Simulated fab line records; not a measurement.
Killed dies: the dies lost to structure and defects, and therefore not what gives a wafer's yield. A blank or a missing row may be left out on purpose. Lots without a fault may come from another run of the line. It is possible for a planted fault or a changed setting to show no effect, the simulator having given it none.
Which tool is to blame? -- flow nand-harc -- 14 lots with 42 wafers sampled at 5 steps, on a route of 1159 steps

WHAT THE GAUGES SHOWED, per wafer
NHARC_P_BONDPAD_THK_MEAS_20: measures by xrf. Usual: thk-nm 160.5 nm, standard deviation 1.7.
lot,measured,on,thk-nm (nm),flag
L210,day 6 18:53,film-metro-02,159.2 160.0 160.7,
L212,day 6 21:29,film-metro-02,159.1 158.4 160.1,
L213,day 7 10:20,film-metro-01,160.6 158.3 160.9,
L214,day 7 11:08,film-metro-02,162.1 160.2 159.9,
L215,day 7 11:23,film-metro-02,161.6 159.6 160.3,
L218,day 8 08:04,film-metro-01,163.5 159.9 159.2,
L220,day 8 21:46,film-metro-02,161.4 158.5 160.0,
L223,day 9 14:40,film-metro-01,159.8 160.2 159.1,
L221,day 9 15:30,film-metro-01,163.1 160.0 160.6,
L224,day 9 18:27,film-metro-01,161.6 158.5 161.8,
L227,day 10 19:40,film-metro-01,160.8 160.6 163.4,
L228,day 11 02:31,film-metro-02,159.6 159.8 163.0,
L230,day 11 03:13,film-metro-02,160.3 161.6 158.1,
L233,day 12 04:52,film-metro-02,161.5 160.3 161.6,

NHARC_A_ONON_D1_THK_MEAS_21: measures by ellipsometry. Usual: thk-nm 1001 nm, standard deviation 9.3.
lot,measured,on,thk-nm (nm),flag
L210,day 8 05:49,film-metro-02,1007 1007 1005,
L212,day 8 05:49,film-metro-01,989 990 990,
L213,day 8 20:20,film-metro-01,1010 1009 1012,
L214,day 8 20:19,film-metro-02,1005 1006 1006,
L215,day 8 20:19,film-metro-02,1009 1009 1010,
L218,day 9 14:48,film-metro-01,986 987 987,
L220,day 10 08:28,film-metro-01,995 995 994,
L223,day 11 07:07,film-metro-02,1009 1007 1008,
L221,day 11 07:06,film-metro-01,1002 1003 1003,
L224,day 11 07:28,film-metro-02,1003 1001 1003,
L227,day 12 04:19,film-metro-01,1002 1001 1002,
L228,day 12 13:06,film-metro-02,1047 1046 1048,OFF
L230,day 12 13:05,film-metro-02,980 979 979,
L233,day 13 15:02,film-metro-02,1031 1030 1031,OFF

WHAT TOOL EACH LOT RAN ON (gives the tool, then ch and the chambers of the sampled wafers, and finally the start)
lot,NHARC_P_BONDPAD_CMP_19,NHARC_A_ZERO_WELL_ETCH_19,NHARC_A_ONON_D1_DEP_19
L210,"cmp-02 ch 1,2, day 6 18:36","rie-diel-07 ch 0,1,2, day 6 20:32","pecvd-onon-04 ch 0, day 8 05:19"
L212,"cmp-02 ch 0,1,3, day 6 21:10","rie-diel-08 ch 0,1,2, day 6 23:17","pecvd-onon-03 ch 0, day 8 05:19"
L213,"cmp-02 ch 0,2,3, day 7 10:04","rie-diel-08 ch 1,2,3, day 7 12:07","pecvd-onon-04 ch 0, day 8 19:53"
L214,"cmp-02 ch 1,2, day 7 10:49","rie-diel-01 ch 2,3, day 7 12:55","pecvd-onon-03 ch 0, day 8 19:56"
L215,"cmp-04 ch 0,1, day 7 11:04","rie-diel-08 ch 1,2,3, day 7 13:02","pecvd-onon-02 ch 0, day 8 19:52"
L218,"cmp-04 ch 0,1,3, day 8 07:46","rie-diel-07 ch 0,1, day 8 09:52","pecvd-onon-03 ch 0, day 9 14:24"
L220,"cmp-02 ch 0,2, day 8 21:26","rie-diel-01 ch 1,3, day 8 23:23","pecvd-onon-03 ch 0, day 10 07:56"
L223,"cmp-02 ch 0,2,3, day 9 14:20","rie-diel-07 ch 1,2,3, day 9 16:17","pecvd-onon-02 ch 0, day 11 06:40"
L221,"cmp-03 ch 1,2, day 9 15:13","rie-diel-01 ch 0,2, day 9 17:08","pecvd-onon-03 ch 0, day 11 06:39"
L224,"cmp-04 ch 1,2,3, day 9 18:11","rie-diel-08 ch 0,2,3, day 9 20:13","pecvd-onon-02 ch 0, day 11 06:58"
L227,"cmp-04 ch 1,2,3, day 10 19:20","rie-diel-08 ch 0,1,3, day 10 21:19","pecvd-onon-04 ch 0, day 12 03:51"
L228,"cmp-04 ch 1,2,3, day 11 02:12","rie-diel-07 ch 1,2,3, day 11 04:17","pecvd-onon-03 ch 0, day 12 12:35"
L230,"cmp-02 ch 1,2, day 11 02:53","rie-diel-07 ch 0,1,2, day 11 05:00","pecvd-onon-02 ch 0, day 12 12:34"
L233,"cmp-03 ch 0,3, day 12 04:33","rie-diel-08 ch 0,1,2, day 12 06:40","pecvd-onon-03 ch 0, day 13 14:35"
- NHARC_P_BONDPAD_CMP_19: polishes, t overpolish 30 s, cu recess touch 16 s, target thk 160.81 nm.
- NHARC_A_ZERO_WELL_ETCH_19: etches the open film in N2/H2, target depth 80 nm, overetch 24 nm, time 87.88 s.
- NHARC_A_ONON_D1_DEP_19: target thk 1000 nm.

AS READ BY THE TOOLS THEMSELVES (means over the sampled wafers that have a number; for cases with no such wafer, the mark the record gives instead)
NHARC_P_BONDPAD_CMP_19. Usual: motor-current-A 12.1 A, standard deviation 1.1; overpolish-run-s 29.999 s, standard deviation 0.0095; retaining-ring-pressure-frac 1.000, standard deviation 0.0048.
lot,tool,motor-current-A (A),overpolish-run-s (s),retaining-ring-pressure-frac,flag
L210,cmp-02,12.2,29.996,0.996,
L212,cmp-02,12.0,29.998,0.998,
L213,cmp-02,12.5,30.000,0.997,
L214,cmp-02,11.8,29.994,1.000,
L215,cmp-04,12.4,29.995,0.998,
L218,cmp-04,12.2,30.003,1.000,
L220,cmp-02,12.4,30.009,0.998,
L223,cmp-02,12.7,29.997,1.000,
L221,cmp-03,11.9,29.994,0.999,
L224,cmp-04,12.1,29.995,0.998,
L227,cmp-04,11.8,29.998,0.998,
L228,cmp-04,11.5,30.003,1.003,
L230,cmp-02,11.3,30.000,1.002,
L233,cmp-03,12.9,29.992,1.000,

NHARC_A_ZERO_WELL_ETCH_19. Usual: drypump-motor-current-A 5.4 A, standard deviation 0.37; h2-flow-sccm 150.0 sccm, standard deviation 0.48; oes-product-au 1.000 a.u., standard deviation 0.011; rf-vpp-V 431.0 V, standard deviation 2.4; showerhead-plenum-p-Torr 2.05 Torr, standard deviation 0.078; throttle-valve-pct 14.172 %, standard deviation 0.0095.
lot,tool,drypump-motor-current-A (A),h2-flow-sccm (sccm),oes-product-au (a.u.),rf-vpp-V (V),showerhead-plenum-p-Torr (Torr),throttle-valve-pct (%),flag
L210,rie-diel-07,5.4,149.8,1.002,430.7,2.04,14.176,
L212,rie-diel-08,5.3,150.4,0.991,432.3,2.10,14.170,
L213,rie-diel-08,5.1,150.1,1.000,430.7,2.05,14.168,
L214,rie-diel-01,5.7,149.9,1.009,433.7,2.15,14.169,
L215,rie-diel-08,5.1,150.2,0.990,430.9,2.05,14.185,
L218,rie-diel-07,5.4,149.4,1.001,429.2,2.00,14.169,
L220,rie-diel-01,6.1,149.5,1.005,431.9,2.08,14.169,
L223,rie-diel-07,5.3,150.2,1.020,430.4,2.04,14.168,
L221,rie-diel-01,5.5,150.6,1.010,433.4,2.11,14.173,
L224,rie-diel-08,5.3,150.3,1.002,430.7,2.04,14.168,
L227,rie-diel-08,5.4,149.4,0.996,430.4,2.03,14.167,
L228,rie-diel-07,5.3,150.1,0.993,430.8,2.04,14.163,
L230,rie-diel-07,5.4,150.0,0.998,431.2,2.04,14.175,
L233,rie-diel-08,5.4,150.4,0.992,431.8,2.10,14.167,

THE ANSWER, worked out from the rows above alone
Rule: a lot counts as off when the mean over its wafers that have a number is more than 3 standard deviations away from the usual mean. A lot without any number at a reading at which 4 lots or more have one is off too. Where the step has rows for the other lots, those lots are counted as sound. Order of review: gauges by route order, followed by the tools' own readings, for which a lot's mean as printed above is used. At the first step where some lot is off, the reading lying furthest off is the one used; lots without a number count as furthest.
Off: L228, L233 (NHARC_A_ONON_D1_THK_MEAS_21, thk-nm).
If a tool, at a process step before that reading, ran all the lots that are off and no sound lot after the first of them, it fits. Those tools and the gauges at NHARC_A_ONON_D1_THK_MEAS_21 are tried in the same way. 2 tools fit, pecvd-onon-03 at NHARC_A_ONON_D1_DEP_19 and film-metro-02 at NHARC_A_ONON_D1_THK_MEAS_21, so this cannot tell which one it is.

WHAT THE SIMULATOR PUT IN
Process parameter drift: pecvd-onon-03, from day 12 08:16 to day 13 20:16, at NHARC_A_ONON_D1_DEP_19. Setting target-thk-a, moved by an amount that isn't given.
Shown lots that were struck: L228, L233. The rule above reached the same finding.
